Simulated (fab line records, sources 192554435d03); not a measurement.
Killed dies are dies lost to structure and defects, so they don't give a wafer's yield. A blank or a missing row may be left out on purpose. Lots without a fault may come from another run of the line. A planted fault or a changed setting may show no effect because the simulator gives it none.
A struck lot beside a sound one | flow n5_finfet | 41 steps out of a route of 1938
Sound: wafers L757.2, L757.5, L757.6. Struck: wafers L750.1, L750.3, L750.6. The cause comes at the end.
At each step with rows: each side's tool, then ch and its chambers, then its first start. Under that, the readings that differ: sound wafers | struck wafers | difference of the means | sigmas: that difference in standard deviations of wafers without a fault.
alike: readings whose means differ by less than 2 such deviations, and words and numbers that are the same on both sides. not compared: withheld readings, readings that some wafer has no value for, bounds like >300 that may hide the same value, and numbers for which the record gives no deviation and whose values overlap.
The two part at a step that has a row with sigmas, a row that says differs or no value, or rows on one side only. Numbers that don't overlap but have no deviation are shown without sigmas and don't part them. A reading that every wafer of one side lacks parts them only if that side has two wafers or more.

first, 10 steps without rows for these wafers: N5_DUMMY_GATE_STRIP_40 (strips in CF4); N5_DUMMY_GATE_ETCH_31 (etches SiO2 in C4F6/O2, target depth 82.5 nm, time 27.5 s); N5_DUMMY_GATE_STRIP_41 (strips in O2); N5_DUMMY_GATE_HM_OPEN_21 (chemistry CH3F/O2, target SiNx, target depth 120 nm, time 171.4 s); N5_DUMMY_GATE_ETCH_32 (etches SiO2 in CF4, target depth 3.5 nm, time 3.9 s); N5_DUMMY_GATE_ETCH_23 (etches poly-Si in HBr/Cl2/O2, target depth 41 nm, time 22.3 s); N5_DUMMY_GATE_ETCH_44 (etches poly-Si in HBr/O2, stops on SiO2, target depth 127.5 nm); N5_DUMMY_GATE_ETCH_42 (etches SiO2 in CHF3/O2, target depth 3.5 nm, time 31 s); N5_DUMMY_GATE_STRIP_48 (strips in N2/H2, time 20 s); N5_DUMMY_GATE_PRECLEAN_33 (cleans in dHF, time 10 s).
N5_DUMMY_GATE_PRECLEAN_25: cleans in O3/DIW, time 45 s.
  sound on wet_bench-05 ch 2,5,6, day 7 17:17; struck on wet_bench-04 ch 1,2,5, day 6 02:53
then, 3 steps without rows for these wafers: N5_DUMMY_GATE_PRECLEAN_51 (cleans in SC2, time 45 s); N5_DUMMY_GATE_SRD_26 (time 30 s); N5_DUMMY_GATE_UV_OZONE_45 (time 120 s).
N5_DUMMY_GATE_INSPECT_27: inspects for defects (brightfield).
  sound on defect_inspect-02, day 7 17:23; struck on defect_inspect-02, day 6 02:58
  reading          | sound       | struck       | difference | sigmas
  raw_defect_count | 199 223 181 | 987 1251 908 | +848       | +11
then, 3 steps without rows for these wafers: N5_SPACER0_ALD_07 (deposits SiNx, target thk 2 nm); N5_SPACER0_ALD_00 (deposits SiOCN, target thk 3.5 nm, pulse time 3 s, purge time 2 s); N5_SPACER0_ALD_08 (deposits SiNx, target thk 2 nm).
N5_SPACER0_INSPECT_04: inspects for defects (darkfield).
  sound on defect_inspect-01, day 7 18:00; struck on defect_inspect-02, day 6 03:35
  reading          | sound    | struck      | difference | sigmas
  raw_defect_count | 94 99 76 | 794 970 810 | +768       | +24
then, 8 steps without rows for these wafers: N5_SD_EPI_N_COAT_32 (time 60 s, resist thk 350 nm); N5_SD_EPI_N_COAT_33 (time 60 s, resist thk 35 nm); N5_SD_EPI_N_COAT_03 (resist thk 150 nm); N5_SD_EPI_N_EBR_05; N5_SD_EPI_N_SOFTBAKE_04 (time 60 s); N5_SD_EPI_N_EXPOSE_06 (exposes mask SD N BLK, target cd 120 nm); N5_SD_EPI_N_PEB_07 (peb time 60 s); N5_SD_EPI_N_DEVELOP_08 (develop time 30 s).
N5_SD_EPI_N_INSPECT_11: inspects for defects (macro).
  sound on defect_inspect-02, day 7 18:19; struck on defect_inspect-02, day 6 03:55
  reading          | sound | struck         | difference | sigmas
  raw_defect_count | 0 1 0 | >300 >300 >300 | differs    |
then, 10 steps without rows for these wafers: N5_SD_EPI_N_DESCUM_14 (chemistry O2, time 7.9 s); N5_SD_EPI_N_ETCH_34 (etches SiARC in CF4, target depth 45.5 nm, time 75.8 s); N5_SD_EPI_N_ETCH_35 (etches SOC in N2/H2, overetch 108 nm, time 486 s); N5_SD_EPI_N_STRIP_36 (strips in N2/H2); N5_SD_EPI_N_ETCHBACK_44 (etches SiNx in CH3F/O2, stops on SiO2, target depth 14.5 nm); N5_SD_EPI_N_ETCH_45 (etches SiOCN in CH3F/O2, target depth 6 nm); N5_SD_EPI_N_ETCH_16 (etches SiO2 in CHF3/O2, target depth 5 nm); N5_SD_EPI_N_STRIP_47 (strips in CHF3/O2); N5_SD_EPI_N_SD_RECESS_17 (chemistry HBr/Cl2/O2, target depth 41 nm, time 23.7 s, bt time 3 s); N5_SD_EPI_N_STRIP_38 (strips in N2/H2).
N5_SD_EPI_N_INSPECT_26: inspects for defects (darkfield).
  sound on defect_inspect-02, day 7 22:40; struck on defect_inspect-02, day 6 08:10
  reading          | sound       | struck       | difference | sigmas
  raw_defect_count | 118 168 134 | 891 1038 851 | +787       | +21
-- the record jumps here: 5 days lie between the struck wafers' starts before and after (it left off in module SD_EPI_N and takes up again in module BEOL_M4, whose first step shown is number 1111 of the route) --
N5_BEOL_M4_RC_MEAS_101:
  sound on prober-02 ch 0, day 12 13:11; struck on prober-01 ch 0, day 10 20:20
  alike: DIBL_N, DIBL_P, IOFF_N, IOFF_P, ION_N, ION_P, SS_N, SS_P, VT_N, VT_P
-- the record jumps here: 4 days lie between the struck wafers' starts before and after (it left off in module BEOL_M4 and takes up again in module PASSIVATION, whose first step shown is number 1936 of the route) --
N5_PASSIVATION_PROBE_49:
  the record has rows for the struck wafers here (prober-01, day 14 21:34) and none for the sound ones

WHERE THEY PART
First at N5_DUMMY_GATE_INSPECT_27; last, within this record, at N5_PASSIVATION_PROBE_49.

WHY: what the simulator had put in
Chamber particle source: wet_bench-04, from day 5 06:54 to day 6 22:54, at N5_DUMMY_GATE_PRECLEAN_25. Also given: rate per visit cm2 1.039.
